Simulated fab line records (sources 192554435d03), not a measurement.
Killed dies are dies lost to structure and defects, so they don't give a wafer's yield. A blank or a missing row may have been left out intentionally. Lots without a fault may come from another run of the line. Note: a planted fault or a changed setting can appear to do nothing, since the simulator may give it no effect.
Matching of chambers || flow n5 finfet || 4 sister chambers for N5_FIN_SAQP_ALD_61 on ald sin-03
The step deposits SiO2, target thk 4 nm, pulse time 1 s, purge time 2 s. 14 wafers are shown with their chamber, then 7 later ones without.

## WAFERS WITH THEIR CHAMBER
{"wafer": "L074.2", "chamber": 0, "heater power w (W)": 521, "precursor pulse height rel": 0.958, "chamber pressure Torr (Torr)": 2.006}
{"wafer": "L074.5", "chamber": 0, "heater power w (W)": 498, "precursor pulse height rel": 1.005, "chamber pressure Torr (Torr)": 1.997}
{"wafer": "L074.6", "chamber": 3, "heater power w (W)": 391, "precursor pulse height rel": 1.013, "chamber pressure Torr (Torr)": 2.004}
{"wafer": "L077.1", "chamber": 1, "heater power w (W)": 445, "precursor pulse height rel": 0.985, "chamber pressure Torr (Torr)": 1.998}
{"wafer": "L077.3", "chamber": 3, "heater power w (W)": 383, "precursor pulse height rel": 0.981, "chamber pressure Torr (Torr)": 2.001}
{"wafer": "L077.5", "chamber": 3, "heater power w (W)": 390, "precursor pulse height rel": 0.987, "chamber pressure Torr (Torr)": 1.999}
{"wafer": "L079.1", "chamber": 2, "heater power w (W)": 357, "precursor pulse height rel": 1.015, "chamber pressure Torr (Torr)": 2.000}
{"wafer": "L079.4", "chamber": 1, "heater power w (W)": 453, "precursor pulse height rel": 0.998, "chamber pressure Torr (Torr)": 2.003}
{"wafer": "L079.6", "chamber": 3, "heater power w (W)": 388, "precursor pulse height rel": 1.006, "chamber pressure Torr (Torr)": 2.000}
{"wafer": "L088.2", "chamber": 1, "heater power w (W)": 446, "precursor pulse height rel": 0.966, "chamber pressure Torr (Torr)": 2.004}
{"wafer": "L088.3", "chamber": 0, "heater power w (W)": 522, "precursor pulse height rel": 1.010, "chamber pressure Torr (Torr)": 1.997}
{"wafer": "L088.5", "chamber": 2, "heater power w (W)": 363, "precursor pulse height rel": 1.005, "chamber pressure Torr (Torr)": 2.005}
{"wafer": "L090.1", "chamber": 3, "heater power w (W)": 388, "precursor pulse height rel": 0.961, "chamber pressure Torr (Torr)": 2.000}
{"wafer": "L090.3", "chamber": 2, "heater power w (W)": 361, "precursor pulse height rel": 1.039, "chamber pressure Torr (Torr)": 2.001}

SIGNATURES (averages over the wafers above)
{"reading": "heater power w", "chamber 0": 513.67, "chamber 1": 448.00, "chamber 2": 360.33, "chamber 3": 388.00, "scatter within a chamber": 6.81}
{"reading": "precursor pulse height rel", "chamber 0": 0.99100, "chamber 1": 0.98300, "chamber 2": 1.01967, "chamber 3": 0.98960, "scatter within a chamber": 0.0212}
{"reading": "chamber pressure Torr", "chamber 0": 2.00000, "chamber 1": 2.00167, "chamber 2": 2.00200, "chamber 3": 2.00080, "scatter within a chamber": 0.00322}
Rule: a wafer lies at a distance from a chamber equal to the root of the sum of squares, over the readings, of (its reading less the chamber's mean, divided by the reading's scatter). The wafer belongs to the nearest chamber; if the next one is less than 2 further off, it can't be placed. The scatter: take each reading less its chamber's mean, square it, sum over the shown wafers, divide by the number of wafers less the number of chambers, and take the root.

## WAFERS WITHOUT THEIR CHAMBER
{"wafer": "L090.6", "heater power w (W)": 525, "precursor pulse height rel": 0.969, "chamber pressure Torr (Torr)": 2.004}
{"wafer": "L092.1", "heater power w (W)": 384, "precursor pulse height rel": 0.992, "chamber pressure Torr (Torr)": 2.002}
{"wafer": "L092.4", "heater power w (W)": 503, "precursor pulse height rel": 0.997, "chamber pressure Torr (Torr)": 2.003}
{"wafer": "L092.6", "heater power w (W)": 455, "precursor pulse height rel": 1.034, "chamber pressure Torr (Torr)": 1.994}
{"wafer": "L096.2", "heater power w (W)": 459, "precursor pulse height rel": 1.009, "chamber pressure Torr (Torr)": 2.000}
{"wafer": "L096.3", "heater power w (W)": 522, "precursor pulse height rel": 0.981, "chamber pressure Torr (Torr)": 2.003}
{"wafer": "L096.6", "heater power w (W)": 446, "precursor pulse height rel": 1.003, "chamber pressure Torr (Torr)": 2.000}

## THE CHAMBER EACH PASSED THROUGH
{"wafer": "L090.6", "from the rows above": 0, "in truth": 0}
{"wafer": "L092.1", "from the rows above": 3, "in truth": 3}
{"wafer": "L092.4", "from the rows above": 0, "in truth": 0}
{"wafer": "L092.6", "from the rows above": 1, "in truth": 1}
{"wafer": "L096.2", "from the rows above": 1, "in truth": 1}
{"wafer": "L096.3", "from the rows above": 0, "in truth": 0}
{"wafer": "L096.6", "from the rows above": 1, "in truth": 1}
Correct placement for 7 of the 7. Number that these rows cannot place: 0. Wrongly placed: 0.
